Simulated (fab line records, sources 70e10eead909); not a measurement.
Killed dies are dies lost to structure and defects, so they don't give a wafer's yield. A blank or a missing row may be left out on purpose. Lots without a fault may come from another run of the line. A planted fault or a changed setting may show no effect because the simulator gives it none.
fab line records | flow nand_harc
record lots=11 wafers=33 last_day=24
route steps=1159 shown P_ZERO_WELL@41 P_STI@88 END@1159
lots that met no fault: from a run of the same line without faults
start_h: hours from the record's first day to the start of the lot's first wafer shown | wait_h: hours since the lot's step before | " the same as in the row above | L1.1+2: a row that stands for several wafers | - no value, or no start given | * or withheld: withheld | < > ~ a bound
route shown NAME@n: a module of which the file shows steps, and the number in the route of the first | usual: mean/standard deviation of fault-free wafers | same: alike in all rows | chamber/n: place in a boat | sites: the reading at each site | _std_site: their standard deviation | _edge_site: outer sites' mean less inner sites' | radius_mm: how far each site lies from the wafer's centre | mask NAME#n: copy n | behind: the tool/chamber that last shaped the wafer | hold: why the lot was held/for how many hours/how that ended | device: the transistor (n, p or np) that didn't switch | end of line: the same wafers' tests at the end of the route | a step without rows: its recipe alone | killed: dies lost to structure and defects at the first sort, not the wafer's yield | map: a wafer's dies, x killed, . not, _ none there
set.NAME: the setting as run; set.NAME@STEP: as run at that earlier step | model.NAME: the simulator's own value behind a step, which no gauge read
steps of the route over a sample of lots; a table a step, a row a wafer
services: from which hour (start_h, from the record's first day; less than 0 if before it) a tool's chamber was out of use, for how many hours, and why
## steps
# step NHARC_P_ZERO_WELL_EXPOSE_34
# recipe na=0.6 target_cd_nm=720 dose_mj=22.31 mask_id=P_PWELL
# columns lot.wafer tool chamber start_h wait_h mask
L330.3+4+6 krf_scanner-02 0 16.10 - P_PWELL#0
L331.1+4+6 krf_scanner-02 0 21.94 - P_PWELL#0
L334.2+5+6 krf_scanner-03 0 40.02 - P_PWELL#0
L336.2+3+5 krf_scanner-03 0 51.94 - P_PWELL#0
L337.1+2+5 krf_scanner-02 0 57.96 - P_PWELL#0
L343.1+3+5 krf_scanner-04 0 94.04 - P_PWELL#0
L344.3+4+6 krf_scanner-02 0 100.11 - P_PWELL#0
L349.2+5+6 krf_scanner-02 0 129.97 - P_PWELL#0
L350.1+2+4 krf_scanner-04 0 135.96 - P_PWELL#0
L352.1+3+4 krf_scanner-04 0 148.01 - P_PWELL#0
L353.4+5+6 krf_scanner-02 0 153.96 - P_PWELL#0
# step NHARC_P_ZERO_WELL_CD_MEAS_37
# recipe target_cd_nm=720 landing_energy_ev=500
# usual cd_nm=719.6/2.1
# columns lot.wafer tool chamber start_h wait_h hold cd_nm
L330.3 cd_sem-01 0 16.25 - - 722.5
L330.4 " 0 " " - 722.2
L330.6 " 0 " " - 722.0
L331.1 cd_sem-01 0 22.11 - - 720.8
L331.4 " 0 " " - 722.9
L331.6 " 0 " " - 721.2
L334.2 cd_sem-03 0 40.17 - await_dispo/0.2h/release 766.8
L334.5 " 0 " " await_dispo/0.2h/release 766.7
L334.6 " 0 " " await_dispo/0.2h/release 719.1
L334.2 cd_sem-03 0 - - - 766.6
L334.5 " 0 " " - 766.5
L334.6 " 0 " " - 719.2
L336.2 cd_sem-03 0 52.10 - await_dispo/0.2h/release 768.9
L336.3 " 0 " " await_dispo/0.2h/release 721.5
L336.5 " 0 " " await_dispo/0.2h/release 769.4
L336.2 cd_sem-03 0 - - - 769.2
L336.3 " 0 " " - 721.4
L336.5 " 0 " " - 769.8
L337.1 cd_sem-03 0 58.11 - - 719.9
L337.2 " 0 " " - 720.7
L337.5 " 0 " " - 721.5
L343.1 cd_sem-02 0 94.20 - - 721.1
L343.3 " 0 " " - 722.0
L343.5 " 0 " " - 721.1
L344.3 cd_sem-02 0 100.27 - - 716.2
L344.4 " 0 " " - 717.9
L344.6 " 0 " " - 718.0
L349.2 cd_sem-01 0 130.13 - - 719.0
L349.5 " 0 " " - 717.7
L349.6 " 0 " " - 718.8
L350.1 cd_sem-01 0 136.12 - - 716.1
L350.2 " 0 " " - 717.0
L350.4 " 0 " " - 717.8
L352.1 cd_sem-02 0 148.16 - - 719.6
L352.3 " 0 " " - 719.5
L352.4 " 0 " " - 719.6
L353.4 cd_sem-03 0 154.10 - - 720.3
L353.5 " 0 " " - 722.2
L353.6 " 0 " " - 720.8
# step NHARC_P_ZERO_WELL_DESCUM_39
# recipe time_s=3 o2_flow_sccm=200 ar_flow_sccm=0 bias_power_w=0 chemistry=O2
# usual chamber_pressure_mTorr=60.00/0.05 drypump_motor_current_A=5.6/0.31 o2_flow_sccm=200.1/0.98 oes_product_au=0.996/0.011 rf_vpp_V=57.9/0.95 showerhead_plenum_p_Torr=1.96/0.077 throttle_valve_pct=11.311/0.0081
# columns lot.wafer tool chamber start_h wait_h chamber_pressure_mTorr drypump_motor_current_A o2_flow_sccm oes_product_au rf_hours_counter_h rf_vpp_V showerhead_plenum_p_Torr throttle_valve_pct
L330.3 rie_diel-04 1 16.42 - 59.97 5.1 199.7 1.000 6 58.0 2.05 11.309
L330.4 " 3 " " 60.05 5.4 199.6 1.012 6 58.9 1.81 11.308
L330.6 " 1 " " 59.97 5.1 200.6 0.996 - 56.5 2.05 11.308
L331.4 rie_diel-04 1 22.27 - 59.98 5.1 199.6 1.006 7 58.4 2.05 11.318
L331.1 " 3 " " 59.96 5.4 200.3 1.007 7 56.9 1.81 11.315
L331.6 " 1 " " 60.02 5.1 201.0 1.006 - 58.8 2.05 11.302
L334.2 rie_diel-08 3 45.64 - 60.01 6.1 200.5 0.978 5 59.3 2.03 11.311
L334.5 " 3 " " 59.93 6.0 200.3 0.971 - 57.1 2.03 11.305
L334.6 " 2 " " 59.97 5.3 199.0 0.996 - 56.9 1.85 11.312
L336.2 rie_diel-08 1 55.67 - 59.99 5.5 200.1 0.983 8 58.6 1.92 11.299
L336.3 " 2 " " 59.88 5.3 200.5 1.003 7 56.6 1.85 11.320
L336.5 " 2 " " 60.00 5.3 199.8 1.003 - 55.8 1.85 11.304
L337.1 rie_diel-04 0 58.30 - 59.94 5.8 200.5 1.007 8 56.4 1.92 11.311
L337.2 " 1 " " 59.94 5.1 200.0 1.000 11 58.9 2.05 11.311
L337.5 " 2 " " 59.94 6.0 200.0 0.997 - 56.6 1.93 11.310
L343.3 rie_diel-04 3 94.36 - 60.02 5.4 200.1 1.000 14 57.9 1.81 11.310
L343.1 " 1 " " 59.96 5.1 199.7 1.000 13 58.6 2.05 11.311
L343.5 " 3 " " 59.90 5.4 199.9 1.004 - 57.0 1.81 11.308
L344.3 rie_diel-08 2 100.42 - 60.05 5.3 199.4 1.004 11 57.3 1.85 11.325
L344.4 " 1 " " 59.98 5.5 200.4 0.979 11 58.0 1.92 11.307
L344.6 " 2 " " 59.99 5.3 199.1 1.000 - 57.1 1.85 11.325
L349.2 rie_diel-01 2 130.33 - 60.03 5.9 199.8 0.986 9 58.2 2.01 11.314
L349.5 " 0 " " 59.92 5.6 200.1 1.019 - 56.8 1.96 11.330
L349.6 " 1 " " 60.09 5.8 199.0 1.004 - 59.1 2.01 11.317
L350.1 rie_diel-04 1 136.28 - 60.00 5.1 200.4 0.988 1 57.8 2.05 11.307
L350.2 " 3 " " 60.00 5.4 199.8 0.988 2 58.8 1.81 11.322
L350.4 " 0 " " 60.03 5.8 200.2 1.005 2 56.2 1.92 11.296
L352.1 rie_diel-04 2 148.32 - 59.99 6.0 199.6 0.992 2 58.4 1.93 11.318
L352.4 " 3 " " 59.96 5.4 199.5 0.983 2 57.7 1.81 11.316
L352.3 " 1 " " 59.98 5.1 199.9 0.999 2 56.9 2.05 11.313
L353.4 rie_diel-04 3 154.28 - 59.97 5.4 199.0 1.001 3 56.8 1.81 11.300
L353.5 " 1 " " 60.03 5.1 200.1 0.992 - 59.3 2.05 11.308
L353.6 " 2 " " 59.94 6.0 199.7 1.001 - 57.7 1.93 11.307
# step NHARC_P_STI_ETCH_42
# recipe target_depth_a=800 overetch_a=240 time_s=61 ion_energy_ev=200 n2_flow_sccm=150 h2_flow_sccm=150 ar_flow_sccm=0 rf_w=400 bias_w=150 chemistry=N2/H2
# usual chamber_pressure_mTorr=30.003/0.028 drypump_motor_current_A=5.6/0.4 h2_flow_sccm=150.0/0.45 oes_product_au=0.999/0.0091 rf_vpp_V=430.7/2.3 showerhead_plenum_p_Torr=2.04/0.079 throttle_valve_pct=14.172/0.0087
# columns lot.wafer tool chamber start_h wait_h chamber_pressure_mTorr drypump_motor_current_A h2_flow_sccm oes_product_au rf_hours_counter_h rf_vpp_V showerhead_plenum_p_Torr throttle_valve_pct
L330.3 rie_diel-03 3 37.46 0.1 29.954 6.3 149.9 0.994 5.4 432.6 2.16 14.180
L330.4 " 0 " " 29.999 5.5 150.5 0.994 5.3 431.5 2.05 14.168
L330.6 " 3 " " 29.946 6.3 149.5 0.991 - 434.6 2.16 14.162
L331.4 rie_diel-12 2 44.25 0.1 30.016 5.3 150.7 1.009 1.0 434.2 2.15 14.174
L331.1 " 3 " " 29.988 5.2 150.7 0.996 0.9 430.3 2.05 14.185
L331.6 " 0 " " 29.956 5.9 150.2 1.015 - 427.6 1.93 14.166
L334.2 rie_diel-12 0 59.32 0.1 30.022 5.9 149.8 1.004 1.2 427.5 1.93 14.168
L334.6 " 3 " " 30.010 5.2 149.9 1.004 - 429.7 2.05 14.187
L334.5 " 0 " " 29.996 5.9 150.1 1.009 - 427.0 1.93 14.170
L336.3 rie_diel-03 0 72.07 0.1 30.030 5.6 150.0 0.991 0.7 431.2 2.05 14.173
L336.2 " 1 " " 30.007 5.7 150.3 0.998 0.7 430.0 2.01 14.177
L336.5 " 0 " " 29.977 5.5 150.1 0.994 - 430.1 2.05 14.165
L337.2 rie_diel-12 3 77.23 0.1 29.966 5.2 150.6 1.000 1.7 429.7 2.05 14.158
L337.1 " 0 " " 29.991 5.9 150.3 1.021 1.5 428.2 1.93 14.183
L337.5 " 2 " " 29.962 5.4 150.0 0.993 - 433.7 2.14 14.172
L343.3 rie_diel-12 2 115.21 0.1 29.939 5.3 149.6 0.996 3.7 433.2 2.14 14.172
L343.1 " 0 " " 30.055 5.9 149.5 1.015 3.8 427.4 1.93 14.165
L343.5 " 2 " " 29.988 5.3 149.8 1.003 - 433.9 2.14 14.148
L344.3 rie_diel-12 0 121.19 0.1 29.981 5.9 149.6 1.009 4.6 427.5 1.93 14.160
L344.4 " 2 " " 30.033 5.3 149.7 0.990 4.2 432.6 2.14 14.165
L344.6 " 3 " " 30.003 5.2 149.2 0.996 - 431.7 2.04 14.156
L350.2 rie_diel-03 1 152.06 0.1 30.075 5.6 150.2 1.006 3.7 428.1 2.01 14.185
L350.4 " 3 " " 30.016 6.3 149.7 1.004 3.2 433.6 2.16 14.158
L350.1 " 0 " " 30.009 5.5 149.3 0.989 3.7 431.6 2.05 14.180
L349.2 rie_diel-12 0 152.24 0.1 29.964 5.9 150.2 1.009 7.7 427.9 1.93 14.175
L349.6 " 1 " " 30.008 5.8 150.2 0.997 - 433.9 2.06 14.171
L349.5 " 2 " " 29.973 5.3 149.6 0.997 - 433.1 2.14 14.159
L352.3 rie_diel-12 1 164.63 0.1 30.029 5.8 151.1 1.001 8.7 430.4 2.06 14.170
L352.4 " 3 " " 30.032 5.2 150.3 1.005 8.4 430.7 2.04 14.161
L352.1 " 0 " " 30.032 5.9 150.0 1.019 8.5 427.0 1.93 14.170
L353.4 rie_diel-06 3 173.17 0.1 30.031 6.1 149.2 0.991 2.1 435.3 2.15 14.168
L353.5 " 0 " " 30.020 5.4 150.1 0.994 - 431.2 2.02 14.156
L353.6 " 1 " " 30.022 5.0 150.6 0.975 - 428.6 1.97 14.195
# step NHARC_P_STI_INSPECT_25
# usual raw_defect_count=201/64
# columns lot.wafer tool chamber start_h wait_h raw_defect_count
L330.3 defect_inspect-01 - 67.33 0.4 271
L330.4 " - " " 204
L330.6 " - " " 224
L331.1 defect_inspect-01 - 72.37 0.4 308
L331.4 " - " " 288
L331.6 " - " " 188
L334.2 defect_inspect-02 - 91.23 0.4 102
L334.5 " - " " 171
L334.6 " - " " 120
L337.1 defect_inspect-01 - 99.74 0.4 143
L337.2 " - " " 140
L337.5 " - " " 142
L336.2 defect_inspect-02 - 99.74 0.4 140
L336.3 " - " " 143
L336.5 " - " " 151
L343.1 defect_inspect-02 - 144.50 0.4 141
L343.3 " - " " 152
L343.5 " - " " 244
L344.3 defect_inspect-02 - 150.41 0.4 221
L344.4 " - " " 111
L344.6 " - " " 147
L350.1 defect_inspect-02 - 176.96 0.4 199
L350.2 " - " " 102
L350.4 " - " " 161
L349.2 defect_inspect-01 - 176.96 0.4 139
L349.5 " - " " 227
L349.6 " - " " 185
L352.1 defect_inspect-02 - 195.30 0.4 273
L352.3 " - " " 190
L352.4 " - " " 185
L353.4 defect_inspect-02 - 204.01 0.4 238
L353.5 " - " " 184
L353.6 " - " " 207
# step NHARC_END_SORT_01
# recipe temp_c=25
# usual killed_at_array=25/9.5 killed_at_other=0.8/1.2 killed_at_periphery=3.4/2.2 killed_dies=29/10 killed_open=3.3/1.8 killed_short=2.1/1.4
# same gross_dies=677
# columns lot.wafer tool chamber start_h wait_h killed_at_array killed_at_other killed_at_periphery killed_dies killed_open killed_short
L330.3 prober-02 0 451.10 3.2 24 0 2 26 5 2
L330.4 prober-02 0 451.90 3.4 16 2 1 19 5 1
L330.6 prober-02 0 453.51 4.0 27 0 2 29 6 1
L334.2 prober-02 0 458.09 2.8 15 1 2 18 0 2
L334.5 prober-02 0 460.51 3.7 20 0 1 21 3 3
L334.6 prober-02 0 461.31 4.0 12 0 1 13 4 3
L336.2 prober-01 0 486.70 2.8 32 1 3 36 4 2
L336.3 prober-01 0 487.50 3.1 32 0 3 35 3 3
L336.5 prober-01 0 489.10 3.7 22 5 4 31 2 2
L349.2 prober-01 0 562.03 2.8 30 0 6 36 2 2
L349.5 prober-01 0 564.39 3.6 31 0 3 34 3 3
L349.6 prober-01 0 565.18 3.9 25 2 6 33 5 2
L352.1 prober-02 0 583.51 2.5 31 1 2 34 3 2
L352.3 prober-02 0 585.10 3.1 22 0 3 25 5 2
L352.4 prober-02 0 585.89 3.4 29 2 2 33 4 4
# killed by level:class
L330.3 A_SLIT:chamber_film_flake=10 A_STAIRCASE:chamber_film_flake=3 A_CONTACT:chamber_film_flake=3 P_CONTACT:geometric_particle:open=2 A_CONTACT:geometric_particle:open=2 A_SOURCE_PLATE:geometric_particle:short=1 A_BLC:geometric_particle:short=1 A_M1:geometric_particle:open=1
L330.4 A_SLIT:chamber_film_flake=3 A_STAIRCASE:chamber_film_flake=3 A_CHANNEL_HOLE_D1:chamber_film_flake=2 A_CHANNEL_FILL_D1:chamber_film_flake=2 P_CONTACT:geometric_particle:open=1 A_SOURCE_PLATE:geometric_particle:short=1 A_SGD_CUT:geometric_particle:open=1 A_WL_FILL:geometric_particle:open=1
L330.6 A_SLIT:chamber_film_flake=12 A_STAIRCASE:chamber_film_flake=6 A_CHANNEL_HOLE_D1:chamber_film_flake=2 P_M2:geometric_particle:open=1 A_SGD_CUT:geometric_particle:open=1 A_SLIT:geometric_particle:open=1 A_WL_FILL:geometric_particle:short=1 A_CONTACT:geometric_particle:open=1
L334.2 A_STAIRCASE:chamber_film_flake=4 A_WL_FILL:chamber_film_flake=3 A_CHANNEL_HOLE_D1:chamber_film_flake=2 A_SLIT:chamber_film_flake=2 A_CONTACT:chamber_film_flake=2 A_STAIRCASE:geometric_particle:short=1 A_WL_FILL:geometric_particle:short=1 P_ZERO_WELL:chamber_film_flake=1
L334.5 A_CHANNEL_HOLE_D1:chamber_film_flake=4 A_STAIRCASE:chamber_film_flake=4 A_ZERO_WELL:chamber_film_flake=3 A_WL_FILL:chamber_film_flake=2 P_STI:geometric_particle:open=1 A_ONON_D1:geometric_particle:short=1 A_ONON_D1:geometric_particle:open=1 A_WL_FILL:geometric_particle:short=1
L334.6 A_SLIT:chamber_film_flake=3 P_M0:geometric_particle:open=1 A_ONON_D1:geometric_particle:short=1 A_CHANNEL_FILL_D1:geometric_particle:open=1 A_SGD_CUT:geometric_particle:open=1 A_WL_FILL:geometric_particle:short=1 A_CONTACT:geometric_particle:open=1 A_M0:geometric_particle:short=1
L336.2 A_CHANNEL_HOLE_D1:chamber_film_flake=12 A_SLIT:chamber_film_flake=12 A_CONTACT:geometric_particle:open=4 P_ZERO_WELL:chamber_film_flake=3 A_ZERO_WELL:chamber_film_flake=2 A_ONON_D1:geometric_particle:short=1 A_SGD_CUT:geometric_particle:short=1 THIN_TSV:chamber_film_flake=1
L336.3 A_SLIT:chamber_film_flake=13 A_CHANNEL_HOLE_D1:chamber_film_flake=7 A_STAIRCASE:chamber_film_flake=4 A_WL_FILL:chamber_film_flake=2 A_CONTACT:chamber_film_flake=2 P_CONTACT:geometric_particle:open=1 P_M0:geometric_particle:open=1 P_M1:geometric_particle:short=1
L336.5 A_SLIT:chamber_film_flake=6 A_ZERO_WELL:chamber_film_flake=5 THIN_TSV:chamber_film_flake=5 A_CHANNEL_HOLE_D1:chamber_film_flake=4 A_WL_FILL:chamber_film_flake=4 P_M0:geometric_particle:open=2 P_STI:chamber_film_flake=2 A_WL_FILL:geometric_particle:short=1
L349.2 A_CHANNEL_HOLE_D1:chamber_film_flake=10 A_SLIT:chamber_film_flake=8 P_GATE:chamber_film_flake=4 A_BLC:chamber_film_flake=4 A_STAIRCASE:chamber_film_flake=2 P_GATE:geometric_particle:open=1 A_ONON_D1:geometric_particle:short=1 A_CONTACT:geometric_particle:open=1
L349.5 A_SLIT:chamber_film_flake=16 A_CHANNEL_HOLE_D1:chamber_film_flake=3 A_STAIRCASE:chamber_film_flake=3 P_M2:geometric_particle:short=1 A_ONON_D1:geometric_particle:short=1 A_WL_FILL:geometric_particle:short=1 A_CONTACT:geometric_particle:open=1 A_M0:geometric_particle:open=1
L349.6 A_SLIT:chamber_film_flake=7 P_GATE:chamber_film_flake=4 A_CHANNEL_HOLE_D1:chamber_film_flake=3 A_CHANNEL_FILL_D1:chamber_film_flake=3 A_CONTACT:chamber_film_flake=3 STARTING-WAFER:geometric_particle:open=2 A_ZERO_WELL:chamber_film_flake=2 A_M0:chamber_film_flake=2
L352.1 A_SLIT:chamber_film_flake=16 A_CHANNEL_HOLE_D1:chamber_film_flake=5 A_CONTACT:chamber_film_flake=4 A_WL_FILL:chamber_film_flake=2 P_M0:geometric_particle:open=1 A_WL_FILL:geometric_particle:short=1 A_WL_FILL:geometric_particle:open=1 P_ZERO_WELL:chamber_film_flake=1
L352.3 A_SLIT:chamber_film_flake=14 A_CHANNEL_HOLE_D1:chamber_film_flake=4 P_CONTACT:geometric_particle:open=2 A_WL_FILL:geometric_particle:short=2 P_M2:geometric_particle:open=1 A_SGD_CUT:geometric_particle:open=1 A_WL_FILL:geometric_particle:open=1
L352.4 A_SLIT:chamber_film_flake=8 A_CONTACT:chamber_film_flake=7 A_CHANNEL_HOLE_D1:chamber_film_flake=6 A_WL_FILL:geometric_particle:short=2 A_BLC:geometric_particle:open=2 THIN_TSV:chamber_film_flake=2 P_M0:geometric_particle:open=1 A_ONON_D1:geometric_particle:short=1
## services
# columns tool chamber start_h hours kind
rie_diel-08 2 -5.34 7.6 repair
rie_diel-06 3 -3.24 10.2 repair
rie_diel-12 1 -2.01 3.4 repair
rie_diel-01 1 2.89 1.9 repair
krf_scanner-03 - 4.07 4.0 pm
krf_scanner-04 - 4.69 2.6 repair
rie_diel-12 - 25.40 9.0 pm
rie_diel-03 0 28.96 6.0 repair
rie_diel-04 3 29.25 2.6 repair
rie_diel-04 0 33.17 12.5 repair
rie_diel-08 0 37.74 15.8 repair
krf_scanner-02 - 38.00 4.0 pm
rie_diel-03 - 38.33 9.0 pm
rie_diel-03 2 76.63 4.0 repair
rie_diel-03 - 89.83 0.3 repair
rie_diel-03 3 111.01 12.5 repair
rie_diel-04 - 111.90 9.0 pm
rie_diel-08 - 124.80 9.0 pm
krf_scanner-04 - 126.25 4.0 pm
krf_scanner-03 - 126.33 12.7 repair
krf_scanner-04 - 138.07 1.1 repair
rie_diel-03 3 146.83 2.6 repair
rie_diel-04 - 155.73 1.1 repair
rie_diel-08 - 171.33 1.3 repair
## key
first_sign step=NHARC_P_ZERO_WELL_CD_MEAS_37 reading=visit direction=added
effect step=NHARC_P_ZERO_WELL_CD_MEAS_37 reading=cd_nm direction=up sigmas=24 usual=719.6 struck=768.0
met_at NHARC_P_ZERO_WELL_EXPOSE_34
struck_lots L334,L336
struck_wafers L334.2,L334.5,L336.2,L336.5
tester_left_out L334,L336
not_acting_at NHARC_P_ZERO_WELL_DESCUM_39,NHARC_P_STI_ETCH_42,NHARC_P_STI_INSPECT_25
fault kind=process_parameter_drift tool=krf_scanner-03 chamber=- onset_h=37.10 steps=NHARC_P_ZERO_WELL_EXPOSE_34 channel=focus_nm offset=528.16 shape=step end_h=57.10 scope=struck_wafers_only
# tester_left_out: of these lots the tester's yield and bins aren't shown, on N5 and GAA mostly nor the transistor test; their killed dies are dies lost to structure and defects alone, not to doping, threshold or leakage, so they don't give the yield
